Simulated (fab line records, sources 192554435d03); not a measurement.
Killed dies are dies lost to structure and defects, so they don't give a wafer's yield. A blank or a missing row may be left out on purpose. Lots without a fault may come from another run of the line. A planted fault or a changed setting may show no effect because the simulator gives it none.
fab line records | flow n5_finfet
record lots=5 wafers=15 last_day=19
route steps=1938 shown BEOL_M13@1669
lots that met no fault: from a run of the same line without faults
start_h: hours from the record's first day to the start of the lot's first wafer shown | wait_h: hours since the lot's step before | " the same as in the row above | L1.1+2: a row that stands for several wafers | - no value, or no start given | * or withheld: withheld | < > ~ a bound
route shown NAME@n: a module of which the file shows steps, and the number in the route of the first | usual: mean/standard deviation of fault-free wafers | same: alike in all rows | chamber/n: place in a boat | sites: the reading at each site | _std_site: their standard deviation | _edge_site: outer sites' mean less inner sites' | radius_mm: how far each site lies from the wafer's centre | mask NAME#n: copy n | behind: the tool/chamber that last shaped the wafer | hold: why the lot was held/for how many hours/how that ended | device: the transistor (n, p or np) that didn't switch | end of line: the same wafers' tests at the end of the route | a step without rows: its recipe alone | killed: dies lost to structure and defects at the first sort, not the wafer's yield | map: a wafer's dies, x killed, . not, _ none there
set.NAME: the setting as run; set.NAME@STEP: as run at that earlier step | model.NAME: the simulator's own value behind a step, which no gauge read
lots at some steps of the route; a table a step, a row a wafer
services: from which hour (start_h, from the record's first day; less than 0 if before it) a tool's chamber was out of use, for how many hours, and why
## steps
# step N5_BEOL_M13_CD_MEAS_10
# recipe target_cd_nm=190 landing_energy_ev=500 detector=se_inlens polarity=opening
# usual cd_nm=190.6/1.8
# columns lot.wafer tool chamber start_h wait_h cd_nm
L076.1 cd_sem-01 0 266.38 - 186.4
L076.3 " 0 " " 189.2
L076.5 " 0 " " 192.5
L088.2 cd_sem-02 0 362.80 - 189.0
L088.4 " 0 " " 191.6
L088.6 " 0 " " 190.8
L090.3 cd_sem-02 0 372.69 - 189.6
L090.5 " 0 " " 191.8
L090.6 " 0 " " 193.5
L089.2 cd_sem-03 0 376.37 - 190.6
L089.3 " 0 " " 190.8
L089.5 " 0 " " 192.7
L096.2 cd_sem-03 0 428.83 - 192.8
L096.4 " 0 " " 189.3
L096.6 " 0 " " 191.2
# step N5_BEOL_M13_OVL_MEAS_11
# recipe points_per_wafer=44
# usual V12_OVL=-1/6.6
# columns lot.wafer tool chamber start_h wait_h V12_OVL[nm]
L076.1 overlay-01 0 266.41 0.0 9
L076.3 " 0 " " 3
L076.5 " 0 " " 8
L088.2 overlay-01 0 362.83 0.0 1
L088.4 " 0 " " 4
L088.6 " 0 " " 0
L090.3 overlay-02 0 372.72 0.0 -1
L090.5 " 0 " " -6
L090.6 " 0 " " 1
L089.2 overlay-01 0 376.40 0.0 0
L089.3 " 0 " " -8
L089.5 " 0 " " -7
L096.2 overlay-01 0 428.86 0.0 8
L096.4 " 0 " " 3
L096.6 " 0 " " 6
# step N5_BEOL_M13_INSPECT_12
# recipe mode=adi inspect_instrument=macro
# usual raw_defect_count=2.1/1.3
# columns lot.wafer tool chamber start_h wait_h raw_defect_count
L076.1 defect_inspect-01 - 266.43 0.0 2
L076.3 " - " " 4
L076.5 " - " " 2
L088.2 defect_inspect-01 - 362.85 0.0 2
L088.4 " - " " 5
L088.6 " - " " 2
L090.3 defect_inspect-01 - 372.74 0.0 3
L090.5 " - " " 2
L090.6 " - " " 1
L089.2 defect_inspect-01 - 376.42 0.0 1
L089.3 " - " " 4
L089.5 " - " " 2
L096.2 defect_inspect-02 - 428.89 0.0 1
L096.4 " - " " 1
L096.6 " - " " 1
# step N5_BEOL_M13_DESCUM_15
# recipe chemistry=O2 time_s=7.9 source_power_w=50 bias_power_w=20 pressure_mtorr=20 rf_frequency_hz=2.712e+07 temp_c=40 o2_flow_sccm=225
# usual drypump_motor_current_A=5.46/0.29 oes_product_au=0.81/0.094 rf_vpp_V=243.3/1.5 showerhead_plenum_p_Torr=2.10/0.078 throttle_valve_pct=20.5/0.32
# columns lot.wafer tool chamber start_h wait_h drypump_motor_current_A oes_product_au rf_hours_counter_h rf_vpp_V showerhead_plenum_p_Torr throttle_valve_pct
L076.1 rie_diel-05 2 266.47 0.0 5.53 0.66 249 242.4 2.08 20.6
L076.3 " 3 " " 5.05 0.71 210 243.1 1.99 21.0
L076.5 " 2 " " 5.50 0.67 - 244.3 2.08 20.6
L088.2 rie_diel-06 0 362.89 0.0 5.16 0.73 215 243.5 2.06 20.3
L088.4 " 3 " " 6.39 0.70 228 241.9 1.98 20.1
L088.6 " 2 " " 5.97 0.70 - 240.9 1.98 20.8
L090.3 rie_diel-05 3 372.78 0.0 5.05 0.68 241 240.5 1.98 21.0
L090.5 " 3 " " 5.06 0.68 - 241.2 1.98 21.0
L090.6 " 0 " " 5.36 0.87 - 246.1 2.18 20.1
L089.2 rie_diel-05 1 376.46 0.0 5.62 0.71 225 242.5 2.07 20.6
L089.3 " 2 " " 5.51 0.91 19 242.6 2.07 20.3
L089.5 " 1 " " 5.63 0.71 - 243.2 2.07 20.6
L096.2 rie_diel-01 3 428.92 0.0 5.56 0.81 115 244.0 2.22 20.8
L096.4 " 2 " " 5.72 0.70 220 240.8 2.06 20.6
L096.6 " 1 " " 5.57 0.87 - 243.9 2.12 20.3
# step N5_BEOL_M13_ETCH_59
# recipe chemistry=N2/H2 target=BARC target_depth_a=890 overetch_a=267 time_s=67.9 ion_energy_ev=200 pressure_mtorr=30 source_w=840 bias_w=150 n2_flow_sccm=200 h2_flow_sccm=200
# usual bias_w=150.0/0.43 drypump_motor_current_A=5.46/0.29 oes_product_au=0.69/0.072 rf_vpp_V=524.0/2.8 showerhead_plenum_p_Torr=2.55/0.1 throttle_valve_pct=17.9/0.4
# columns lot.wafer tool chamber start_h wait_h bias_w drypump_motor_current_A oes_product_au rf_hours_counter_h rf_vpp_V showerhead_plenum_p_Torr throttle_valve_pct
L076.1 rie_diel-05 2 266.50 0.0 149.2 5.52 0.58 249 522.5 2.49 17.9
L076.3 " 3 " " 150.0 5.06 0.61 210 519.1 2.42 18.6
L076.5 " 2 " " 149.4 5.51 0.57 - 522.5 2.49 17.9
L088.2 rie_diel-06 0 362.92 0.0 150.7 5.17 0.62 215 523.2 2.52 18.0
L088.4 " 3 " " 149.6 6.42 0.61 228 521.3 2.39 17.5
L088.6 " 2 " " 150.2 5.99 0.60 - 520.0 2.41 18.4
L090.3 rie_diel-05 3 372.81 0.0 149.7 5.06 0.60 241 521.2 2.41 18.6
L090.5 " 3 " " 150.4 5.04 0.59 - 520.4 2.41 18.6
L090.6 " 0 " " 150.2 5.35 0.73 - 527.2 2.69 17.7
L089.2 rie_diel-05 1 376.49 0.0 149.7 5.64 0.61 225 521.9 2.50 17.9
L089.3 " 2 " " 149.4 5.52 0.76 19 521.8 2.48 17.6
L089.5 " 1 " " 149.8 5.63 0.61 - 524.2 2.50 17.9
L096.2 rie_diel-01 3 428.96 0.0 150.6 5.56 0.68 115 526.9 2.70 18.4
L096.4 " 2 " " 150.1 5.72 0.61 220 522.8 2.53 18.1
L096.6 " 1 " " 150.5 5.58 0.74 - 524.5 2.56 17.7
# step N5_BEOL_M13_VIA_ETCH_16
# recipe chemistry=C4F8/O2/Ar target=SiOC pressure_mtorr=30 source_w=3000 bias_w=700 Ar_flow_sccm=400 C4F8_flow_sccm=15 O2_flow_sccm=8 he_inner_torr=15 he_outer_torr=30 target_depth_a=9217 time_s=withheld ion_energy_ev=250 ends=cleared
# usual bias_w=699.9/2 drypump_motor_current_A=5.46/0.29 oes_product_au=0.72/0.083 rf_vpp_V=666/3.5 showerhead_plenum_p_Torr=3.43/0.11 throttle_valve_pct=24.3/0.35
# columns lot.wafer tool chamber start_h wait_h bias_w drypump_motor_current_A oes_product_au rf_vpp_V showerhead_plenum_p_Torr throttle_valve_pct
L076.1 rie_diel-05 2 266.55 0.0 698.0 5.53 0.61 663 3.36 24.2
L076.3 " 3 " " 695.2 5.03 0.64 661 3.30 25.0
L076.5 " 2 " " 699.7 5.53 0.60 664 3.36 24.3
L088.2 rie_diel-06 0 362.97 0.0 696.5 5.18 0.65 664 3.36 24.0
L088.4 " 3 " " 698.4 6.42 0.64 661 3.25 23.9
L088.6 " 2 " " 702.2 6.01 0.64 659 3.25 24.6
L090.3 rie_diel-05 3 372.86 0.0 698.6 5.05 0.61 660 3.28 25.0
L090.5 " 3 " " 700.2 5.05 0.62 661 3.29 25.0
L090.6 " 0 " " 700.0 5.37 0.78 669 3.57 23.9
L089.2 rie_diel-05 1 376.54 0.0 701.3 5.63 0.64 664 3.37 24.3
L089.3 " 2 " " 699.2 5.54 0.84 663 3.35 24.0
L089.5 " 1 " " 701.8 5.60 0.64 664 3.37 24.3
L096.2 rie_diel-01 3 429.01 0.0 703.0 5.54 0.73 669 3.55 24.3
L096.4 " 2 " " 695.5 5.71 0.64 665 3.40 24.5
L096.6 " 1 " " 700.2 5.56 0.79 668 3.44 24.1
# step N5_BEOL_M13_STRIP_63
# recipe chemistry=N2/H2 power_w=1000 temp_c=250 h2_frac=0.65 overash_fraction=0.3 pressure_mtorr=1000 n2_flow_sccm=1750 h2_flow_sccm=3250
# usual drypump_motor_current_A=5.4/0.34 heater_power_w=353/52 oes_product_au=0.675/0.0053 strip_time_to_endpoint_s=28.1/1.3
# columns lot.wafer tool chamber start_h wait_h drypump_motor_current_A heater_power_w oes_product_au rf_hours_counter_h strip_time_to_endpoint_s
L076.1 plasma_asher-01 0 266.79 - 5.6 369 0.668 72 28.0
L076.3 " 1 " " 5.1 271 0.681 - 29.5
L076.5 " 1 " " 5.1 261 0.674 - 26.7
L088.2 plasma_asher-01 1 363.21 - 5.2 270 0.670 89 28.2
L088.4 " 0 " " 5.6 367 0.667 - 25.5
L088.6 " 1 " " 5.2 268 0.672 - 27.0
L090.3 plasma_asher-02 1 373.13 - 5.9 419 0.680 - 28.8
L090.5 " 1 " " 5.8 409 0.680 - 30.0
L090.6 " 0 " " 5.0 353 0.674 - 26.8
L089.2 plasma_asher-02 1 376.78 - 5.8 411 0.674 146 30.4
L089.3 " 1 " " 5.8 427 0.669 - 28.1
L089.5 " 0 " " 5.1 349 0.680 - 29.8
L096.2 plasma_asher-02 0 429.24 - 5.0 342 0.677 157 30.0
L096.4 " 1 " " 5.8 419 0.680 - 27.0
L096.6 " 0 " " 5.0 351 0.674 - 29.3
# step N5_BEOL_M13_STRIP_64
# recipe chemistry=N2/H2 power_w=1000 temp_c=250 h2_frac=0.65 overash_fraction=0.3 pressure_mtorr=withheld n2_flow_sccm=1750 h2_flow_sccm=3250
# usual drypump_motor_current_A=5.4/0.34 heater_power_w=353/52 oes_product_au=0.716/0.0048 strip_time_to_endpoint_s=31.32/0.078
# columns lot.wafer tool chamber start_h wait_h drypump_motor_current_A heater_power_w oes_product_au rf_hours_counter_h strip_time_to_endpoint_s
L076.1 plasma_asher-01 0 266.85 0.0 5.6 368 0.717 72 31.28
L076.3 " 1 " " 5.1 270 0.716 - 31.30
L076.5 " 1 " " 5.1 278 0.719 - 31.40
L088.2 plasma_asher-01 1 363.27 0.0 5.2 266 0.711 90 31.42
L088.4 " 0 " " 5.6 368 0.715 - 31.32
L088.6 " 1 " " 5.1 265 0.718 - 31.42
L090.3 plasma_asher-02 1 373.19 0.0 5.8 429 0.723 - 31.27
L090.5 " 1 " " 5.8 415 0.715 - 31.30
L090.6 " 0 " " 5.0 352 0.715 - 31.18
L089.2 plasma_asher-02 1 376.84 0.0 5.8 409 0.714 146 31.32
L089.3 " 1 " " 5.8 420 0.708 - 31.32
L089.5 " 0 " " 5.0 359 0.707 - 31.34
L096.2 plasma_asher-02 0 429.30 0.0 5.0 347 0.716 157 31.25
L096.4 " 1 " " 5.8 411 0.712 - 31.22
L096.6 " 0 " " 5.0 349 0.705 - 31.17
# step N5_BEOL_M13_STRIP_71
# recipe chemistry=post_etch_residue_remover time_s=60 temp_c=25 remover_ph=withheld remover_water_wt_pct=withheld remover_fluoride_wt_pct=withheld
# columns lot.wafer tool chamber start_h wait_h
L076.1+3+5 wet_bench-05 0,5,7 266.94 0.1
L088.2+4+6 wet_bench-03 4,6,3 363.36 0.1
L090.3+5+6 wet_bench-03 5,0,6 373.26 0.0
L089.2+3+5 wet_bench-02 6,1,7 376.93 0.1
L096.2+4+6 wet_bench-03 1,4,0 429.39 0.1
# step N5_BEOL_M13_SRD_72
# recipe time_s=30 temp_c=23 rinse_liquid=diw dry=n2_spin spin_rpm=1500 dry_time_s=30
# columns lot.wafer tool chamber start_h wait_h
L076.1+3+5 wet_bench-05 0,5,7 266.96 0.0
L088.2+4+6 wet_bench-03 4,6,3 363.38 0.0
L090.3+5+6 wet_bench-03 5,0,6 373.28 0.0
L089.2+3+5 wet_bench-02 6,1,7 376.95 0.0
L096.2+4+6 wet_bench-03 1,4,0 429.41 0.0
# step N5_BEOL_M13_CD_MEAS_17
# recipe target_cd_nm=190 polarity=opening
# usual cd_nm=190.2/2
# columns lot.wafer tool chamber start_h wait_h cd_nm
L076.1 cd_sem-01 - 267.00 0.0 186.3
L076.3 " - " " 188.2
L076.5 " - " " 193.6
L088.2 cd_sem-02 - 363.42 0.0 187.2
L088.4 " - " " 190.5
L088.6 " - " " 190.2
L090.3 cd_sem-01 - 373.32 0.0 188.7
L090.5 " - " " 190.7
L090.6 " - " " 193.0
L089.2 cd_sem-02 - 376.99 0.0 190.7
L089.3 " - " " 190.6
L089.5 " - " " 192.4
L096.2 cd_sem-01 - 429.45 0.0 191.0
L096.4 " - " " 190.0
L096.6 " - " " 189.1
# step N5_BEOL_M13_COAT_65
# recipe resist=SOC temp_c=250 time_s=60 spin_rpm=1500 resist_thk_nm=350
# usual chill_plate_temp_C=23.00/0.1 spin_speed_rpm=1500.1/1.1
# columns lot.wafer tool chamber start_h wait_h chill_plate_temp_C spin_speed_rpm
L076.1 litho_track-05 0 267.03 0.0 23.14 1499.7
L076.3 " 0 " " 22.97 1500.9
L076.5 " 0 " " 23.04 1500.7
L088.2 litho_track-01 0 363.45 0.0 23.01 1502.4
L088.4 " 0 " " 22.88 1500.8
L088.6 " 0 " " 22.91 1502.4
L090.3 litho_track-03 0 373.35 0.0 22.93 1499.8
L090.5 " 0 " " 23.09 1500.2
L090.6 " 0 " " 23.00 1500.3
L089.2 litho_track-03 0 377.02 0.0 22.90 1499.6
L089.3 " 0 " " 23.00 1502.3
L089.5 " 0 " " 23.00 1499.9
L096.2 litho_track-03 0 429.49 0.0 23.07 1499.2
L096.4 " 0 " " 23.06 1499.6
L096.6 " 0 " " 23.04 1499.3
# step N5_BEOL_M13_COAT_66
# recipe resist=SiARC temp_c=220 time_s=60 spin_rpm=1500 resist_thk_nm=110
# usual chill_plate_temp_C=23.00/0.11 spin_speed_rpm=1500.0/1
# columns lot.wafer tool chamber start_h wait_h chill_plate_temp_C spin_speed_rpm
L076.1 litho_track-05 0 - - 22.87 1499.8
L076.3 " 0 " " 22.95 1499.9
L076.5 " 0 " " 23.02 1499.5
L088.2 litho_track-01 0 - - 23.08 1500.3
L088.4 " 0 " " 22.88 1501.2
L088.6 " 0 " " 22.98 1498.5
L090.3 litho_track-03 0 - - 22.82 1500.1
L090.5 " 0 " " 22.88 1499.8
L090.6 " 0 " " 22.97 1500.4
L089.2 litho_track-03 0 - - 23.08 1500.7
L089.3 " 0 " " 22.97 1499.4
L089.5 " 0 " " 22.94 1498.3
L096.2 litho_track-03 0 - - 22.93 1500.3
L096.4 " 0 " " 23.02 1500.8
L096.6 " 0 " " 22.92 1501.5
# step N5_BEOL_M13_COAT_22
# recipe spin_rpm=2888 resist_thk_nm=300
# usual chill_plate_temp_C=22.99/0.11 spin_speed_rpm=2887.5/2
# columns lot.wafer tool chamber start_h wait_h chill_plate_temp_C spin_speed_rpm
L076.1 litho_track-05 0 - - 22.88 2886.5
L076.3 " 0 " " 23.04 2889.4
L076.5 " 0 " " 22.92 2888.9
L088.2 litho_track-01 0 - - 23.01 2889.1
L088.4 " 0 " " 22.88 2885.2
L088.6 " 0 " " 22.98 2890.1
L090.3 litho_track-03 0 - - 23.09 2887.6
L090.5 " 0 " " 23.10 2886.4
L090.6 " 0 " " 23.05 2882.6
L089.2 litho_track-03 0 - - 23.08 2883.9
L089.3 " 0 " " 23.07 2888.0
L089.5 " 0 " " 23.13 2888.1
L096.2 litho_track-03 0 - - 22.98 2888.4
L096.4 " 0 " " 23.18 2886.2
L096.6 " 0 " " 22.99 2887.4
# step N5_BEOL_M13_EBR_24
# recipe solvent=PGMEA ebr_width_mm=1.5
# usual chill_plate_temp_C=22.98/0.11
# columns lot.wafer tool chamber start_h wait_h chill_plate_temp_C
L076.1 litho_track-05 0 - - 22.83
L076.3 " 0 " " 22.71
L076.5 " 0 " " 22.86
L088.2 litho_track-01 0 - - 22.85
L088.4 " 0 " " 22.82
L088.6 " 0 " " 22.83
L090.3 litho_track-03 0 - - 22.95
L090.5 " 0 " " 22.89
L090.6 " 0 " " 23.02
L089.2 litho_track-03 0 - - 23.12
L089.3 " 0 " " 23.22
L089.5 " 0 " " 22.97
L096.2 litho_track-03 0 - - 23.03
L096.4 " 0 " " 22.99
L096.6 " 0 " " 23.07
# step N5_BEOL_M13_SOFTBAKE_23
# recipe temp_c=130 time_s=60
# usual chill_plate_temp_C=23.02/0.1
# columns lot.wafer tool chamber start_h wait_h chill_plate_temp_C
L076.1 litho_track-05 0 - - 23.05
L076.3 " 0 " " 23.03
L076.5 " 0 " " 23.11
L088.2 litho_track-01 0 - - 22.94
L088.4 " 0 " " 22.90
L088.6 " 0 " " 23.10
L090.3 litho_track-03 0 - - 23.09
L090.5 " 0 " " 23.00
L090.6 " 0 " " 22.97
L089.2 litho_track-03 0 - - 23.06
L089.3 " 0 " " 22.89
L089.5 " 0 " " 23.09
L096.2 litho_track-03 0 - - 23.00
L096.4 " 0 " " 23.03
L096.6 " 0 " " 22.99
# step N5_BEOL_M13_EXPOSE_25
# recipe mask_id=M13 na=0.93 source_shape=conventional sigma_outer=0.4 polarization=unpolarized target_cd_nm=210 dose_mj=22
# usual stage_vel_mm_s=500.00/0.26
# columns lot.wafer tool chamber start_h wait_h mask stage_vel_mm_s
L076.1 krf_scanner-01 0 267.15 - M13#0 500.22
L076.3 " 0 " " M13#0 499.94
L076.5 " 0 " " M13#0 499.89
L088.2 krf_scanner-01 0 363.58 - M13#0 500.01
L088.4 " 0 " " M13#0 499.95
L088.6 " 0 " " M13#0 500.05
L090.3 krf_scanner-01 0 373.48 - M13#0 499.93
L090.5 " 0 " " M13#0 499.68
L090.6 " 0 " " M13#0 500.04
L089.2 krf_scanner-02 0 377.27 - M13#0 499.71
L089.3 " 0 " " M13#0 500.35
L089.5 " 0 " " M13#0 499.98
L096.2 krf_scanner-01 0 429.61 - M13#0 499.84
L096.4 " 0 " " M13#0 500.08
L096.6 " 0 " " M13#0 500.06
# step N5_BEOL_M13_PEB_26
# recipe peb_temp_c=130 peb_time_s=90
# usual chill_plate_temp_C=23.02/0.093
# columns lot.wafer tool chamber start_h wait_h chill_plate_temp_C
L076.1 litho_track-05 0 267.21 0.1 23.06
L076.3 " 0 " " 23.20
L076.5 " 0 " " 23.14
L088.2 litho_track-01 0 363.63 0.0 23.06
L088.4 " 0 " " 23.08
L088.6 " 0 " " 22.96
L090.3 litho_track-01 0 373.53 0.0 23.05
L090.5 " 0 " " 22.95
L090.6 " 0 " " 22.95
L089.2 litho_track-03 0 377.32 0.0 23.02
L089.3 " 0 " " 22.93
L089.5 " 0 " " 22.97
L096.2 litho_track-03 0 429.66 0.0 22.93
L096.4 " 0 " " 23.09
L096.6 " 0 " " 22.99
# step N5_BEOL_M13_DEVELOP_27
# recipe develop_time_s=45 rinse_liquid=diw dry=air_spin dev_temp_c=21
# usual chill_plate_temp_C=22.97/0.11
# columns lot.wafer tool chamber start_h wait_h chill_plate_temp_C
L076.1 litho_track-05 0 - - 22.86
L076.3 " 0 " " 22.78
L076.5 " 0 " " 22.85
L088.2 litho_track-01 0 - - 23.05
L088.4 " 0 " " 23.05
L088.6 " 0 " " 22.98
L090.3 litho_track-01 0 - - 22.90
L090.5 " 0 " " 22.93
L090.6 " 0 " " 22.80
L089.2 litho_track-03 0 - - 22.95
L089.3 " 0 " " 23.01
L089.5 " 0 " " 23.12
L096.2 litho_track-03 0 - - 22.90
L096.4 " 0 " " 22.98
L096.6 " 0 " " 22.84
# step N5_BEOL_M13_HARDBAKE_32
# recipe temp_c=130 time_s=120
# usual chill_plate_temp_C=22.98/0.1
# columns lot.wafer tool chamber start_h wait_h chill_plate_temp_C
L076.1 litho_track-05 0 - - 22.88
L076.3 " 0 " " 23.12
L076.5 " 0 " " 23.07
L088.2 litho_track-01 0 - - 22.90
L088.4 " 0 " " 22.97
L088.6 " 0 " " 22.77
L090.3 litho_track-01 0 - - 22.92
L090.5 " 0 " " 22.99
L090.6 " 0 " " 23.19
L089.2 litho_track-03 0 - - 23.01
L089.3 " 0 " " 23.03
L089.5 " 0 " " 23.02
L096.2 litho_track-03 0 - - 23.09
L096.4 " 0 " " 23.04
L096.6 " 0 " " 23.12
# step N5_BEOL_M13_CD_MEAS_28
# recipe target_cd_nm=209.5 landing_energy_ev=500 detector=se_inlens
# usual cd_nm=209.8/1.6
# columns lot.wafer tool chamber start_h wait_h cd_nm
L076.1 cd_sem-01 0 267.32 - 209.1
L076.3 " 0 " " 208.9
L076.5 " 0 " " 210.3
L088.2 cd_sem-02 0 363.74 - 209.1
L088.4 " 0 " " 209.6
L088.6 " 0 " " 210.4
L090.3 cd_sem-01 0 373.65 - 207.7
L090.5 " 0 " " 208.6
L090.6 " 0 " " 210.6
L089.2 cd_sem-02 0 377.44 - 210.4
L089.3 " 0 " " 210.0
L089.5 " 0 " " 209.5
L096.2 cd_sem-01 0 429.78 - 207.8
L096.4 " 0 " " 206.6
L096.6 " 0 " " 208.4
# step N5_BEOL_M13_OVL_MEAS_29
# recipe points_per_wafer=44
# usual M13_OVL=-1/4.8
# columns lot.wafer tool chamber start_h wait_h M13_OVL[nm]
L076.1 overlay-01 0 267.35 0.0 4
L076.3 " 0 " " -3
L076.5 " 0 " " -6
L088.2 overlay-02 0 363.77 0.0 -11
L088.4 " 0 " " -1
L088.6 " 0 " " 0
L090.3 overlay-01 0 373.67 0.0 -1
L090.5 " 0 " " -1
L090.6 " 0 " " 4
L089.2 overlay-02 0 377.47 0.0 5
L089.3 " 0 " " 5
L089.5 " 0 " " 4
L096.2 overlay-02 0 429.81 0.0 0
L096.4 " 0 " " 3
L096.6 " 0 " " -2
# step N5_BEOL_M13_INSPECT_30
# recipe mode=adi inspect_instrument=macro
# usual raw_defect_count=2.1/1.3
# columns lot.wafer tool chamber start_h wait_h raw_defect_count
L076.1 defect_inspect-01 - 267.38 0.0 3
L076.3 " - " " 0
L076.5 " - " " 1
L088.2 defect_inspect-01 - 363.80 0.0 3
L088.4 " - " " 2
L088.6 " - " " 2
L090.3 defect_inspect-02 - 373.70 0.0 6
L090.5 " - " " 3
L090.6 " - " " 4
L089.2 defect_inspect-01 - 377.49 0.0 4
L089.3 " - " " 0
L089.5 " - " " 1
L096.2 defect_inspect-01 - 429.83 0.0 3
L096.4 " - " " 4
L096.6 " - " " 1
# step N5_BEOL_M13_DESCUM_33
# recipe chemistry=O2 time_s=7.9 source_power_w=50 bias_power_w=20 pressure_mtorr=20 rf_frequency_hz=2.712e+07 temp_c=40 o2_flow_sccm=225
# usual drypump_motor_current_A=5.6/0.37 oes_product_au=0.79/0.087 rf_vpp_V=243.0/1.5 showerhead_plenum_p_Torr=2.07/0.076 throttle_valve_pct=20.4/0.3
# columns lot.wafer tool chamber start_h wait_h drypump_motor_current_A oes_product_au rf_hours_counter_h rf_vpp_V showerhead_plenum_p_Torr throttle_valve_pct
L076.1 rie_diel-06 2 267.41 0.0 6.0 0.72 200 241.4 1.98 20.8
L076.3 " 1 " " 5.7 0.86 61 242.4 2.00 20.0
L076.5 " 3 " " 6.4 0.74 - 241.7 1.99 20.1
L088.2 rie_diel-01 2 363.83 0.0 5.7 0.72 202 242.9 2.07 20.6
L088.4 " 3 " " 5.6 0.81 98 246.4 2.22 20.7
L088.6 " 2 " " 5.7 0.72 - 243.3 2.07 20.6
L090.3 rie_diel-06 0 373.73 0.0 5.2 0.73 218 241.6 2.06 20.3
L090.5 " 0 " " 5.2 0.73 - 241.8 2.06 20.3
L090.6 " 1 " " 5.6 0.83 - 242.6 1.99 20.1
L089.2 rie_diel-05 1 377.54 0.0 5.6 0.71 226 242.5 2.07 20.6
L089.3 " 2 " " 5.5 0.89 20 241.8 2.07 20.3
L089.5 " 1 " " 5.6 0.71 - 242.1 2.07 20.6
L096.2 rie_diel-06 2 429.87 0.0 6.0 0.69 245 239.8 1.97 20.8
L096.4 " 3 " " 6.4 0.70 246 241.7 1.97 20.1
L096.6 " 2 " " 6.0 0.68 - 242.5 1.97 20.8
# step N5_BEOL_M13_ETCH_67
# recipe chemistry=CF4 target=SiARC target_depth_a=1430 time_s=238.3 ion_energy_ev=80 pressure_mtorr=40 source_w=545 bias_w=36 Ar_flow_sccm=100 cf4_flow_sccm=100 ends=cleared
# usual bias_w=36.00/0.11 drypump_motor_current_A=5.6/0.37 etch_rf_on_time_s=240/10 oes_product_au=0.67/0.07 rf_vpp_V=183.8/1.2 showerhead_plenum_p_Torr=2.13/0.073 throttle_valve_pct=15.63/0.28
# columns lot.wafer tool chamber start_h wait_h bias_w drypump_motor_current_A etch_rf_on_time_s oes_product_au rf_hours_counter_h rf_vpp_V showerhead_plenum_p_Torr throttle_valve_pct
L076.1 rie_diel-06 2 267.45 0.0 35.94 6.0 232 0.63 200 182.8 2.05 15.96
L076.3 " 1 " " 35.88 5.7 247 0.72 61 184.7 2.09 15.42
L076.5 " 3 " " 35.86 6.4 230 0.64 - 180.4 2.03 15.34
L088.2 rie_diel-01 2 363.87 0.0 36.09 5.7 233 0.63 202 184.6 2.15 15.89
L088.4 " 3 " " 35.92 5.6 246 0.68 98 185.2 2.25 15.69
L088.6 " 2 " " 35.95 5.7 235 0.63 - 183.2 2.14 15.90
L090.3 rie_diel-06 0 373.77 0.0 36.02 5.1 232 0.62 218 184.6 2.12 15.64
L090.5 " 0 " " 36.10 5.1 229 0.63 - 183.8 2.12 15.66
L090.6 " 1 " " 35.94 5.6 248 0.69 - 182.6 2.08 15.48
L089.2 rie_diel-05 1 377.57 0.0 35.97 5.6 244 0.60 226 184.0 2.11 15.84
L089.3 " 2 " " 35.99 5.5 230 0.78 20 182.9 2.11 15.39
L089.5 " 1 " " 35.90 5.6 247 0.59 - 184.6 2.12 15.85
L096.2 rie_diel-06 2 429.90 0.0 35.98 6.0 234 0.60 245 182.8 2.03 16.05
L096.4 " 3 " " 35.96 6.4 231 0.61 246 181.6 2.02 15.43
L096.6 " 2 " " 35.78 6.0 236 0.59 - 183.6 2.03 16.07
# step N5_BEOL_M13_ETCH_68
# recipe chemistry=N2/H2 target=SOC mask_material=SiARC source_w=3000 bias_w=350 temp_c=40 time_s=355 ion_energy_ev=200 pressure_mtorr=30 n2_flow_sccm=200 h2_flow_sccm=200
# usual bias_w=350.0/1 drypump_motor_current_A=5.6/0.37 oes_product_au=0.79/0.088 rf_vpp_V=523.2/2.4 showerhead_plenum_p_Torr=2.52/0.094 throttle_valve_pct=17.8/0.37
# columns lot.wafer tool chamber start_h wait_h bias_w drypump_motor_current_A oes_product_au rf_hours_counter_h rf_vpp_V showerhead_plenum_p_Torr throttle_valve_pct
L076.1 rie_diel-06 2 267.59 0.1 351.0 6.0 0.72 200 519.4 2.42 18.3
L076.3 " 1 " " 349.6 5.7 0.86 61 523.8 2.47 17.7
L076.5 " 3 " " 350.8 6.4 0.74 - 518.2 2.40 17.4
L088.2 rie_diel-01 2 364.01 0.1 348.2 5.7 0.71 203 523.4 2.54 18.0
L088.4 " 3 " " 349.8 5.6 0.81 98 527.2 2.71 18.2
L088.6 " 2 " " 350.1 5.7 0.72 - 524.4 2.54 18.0
L090.3 rie_diel-06 0 373.91 0.1 349.8 5.2 0.72 219 524.2 2.52 17.9
L090.5 " 0 " " 349.3 5.2 0.72 - 522.3 2.52 17.9
L090.6 " 1 " " 348.7 5.6 0.82 - 521.3 2.46 17.7
L089.2 rie_diel-05 1 377.72 0.1 348.1 5.7 0.71 226 522.1 2.50 17.8
L089.3 " 2 " " 349.2 5.5 0.91 20 522.6 2.48 17.5
L089.5 " 1 " " 348.5 5.7 0.71 - 523.5 2.50 17.8
L096.2 rie_diel-06 2 430.05 0.1 349.2 6.0 0.69 245 520.7 2.40 18.3
L096.4 " 3 " " 350.2 6.4 0.70 246 522.0 2.38 17.4
L096.6 " 2 " " 350.1 6.0 0.68 - 520.8 2.40 18.3
# step N5_BEOL_M13_STRIP_69
# recipe chemistry=N2/H2 temp_c=40 n2_flow_sccm=200 h2_flow_sccm=200 rf_frequency_hz=6e+07
# columns lot.wafer tool chamber start_h wait_h
L076.1+3+5 rie_diel-06 2,1,3 267.81 0.1
L088.2+4+6 rie_diel-01 2,3,2 364.22 0.1
L090.3+5+6 rie_diel-06 0,0,1 374.12 0.1
L089.2+3+5 rie_diel-05 1,2,1 377.93 0.1
L096.2+4+6 rie_diel-06 2,3,2 430.26 0.1
## services
# columns tool chamber start_h hours kind
rie_diel-01 2 245.04 7.4 repair
krf_scanner-01 - 253.75 0.9 repair
rie_diel-06 3 253.95 6.9 repair
krf_scanner-01 - 268.53 1.0 repair
krf_scanner-02 - 273.63 0.8 pm
rie_diel-06 - 285.04 0.6 repair
krf_scanner-01 - 290.82 0.8 pm
rie_diel-05 - 299.85 2.8 pm
rie_diel-06 2 302.75 5.4 repair
plasma_asher-01 - 305.20 0.5 repair
plasma_asher-01 - 318.04 1.9 repair
rie_diel-06 - 327.61 1.9 repair
plasma_asher-01 - 328.23 9.6 pm
rie_diel-06 3 331.79 18.0 repair
rie_diel-06 1 344.77 6.9 repair
krf_scanner-01 - 348.80 1.0 pm
plasma_asher-01 - 366.35 15.6 pm
rie_diel-05 0 376.44 12.7 repair
krf_scanner-01 - 376.88 3.6 pm
krf_scanner-01 - 381.74 1.0 pm
krf_scanner-01 - 386.37 0.7 repair
plasma_asher-01 - 394.52 0.3 repair
rie_diel-01 1 410.33 9.9 repair
wet_bench-05 - 428.18 5.9 repair
## key
fault none
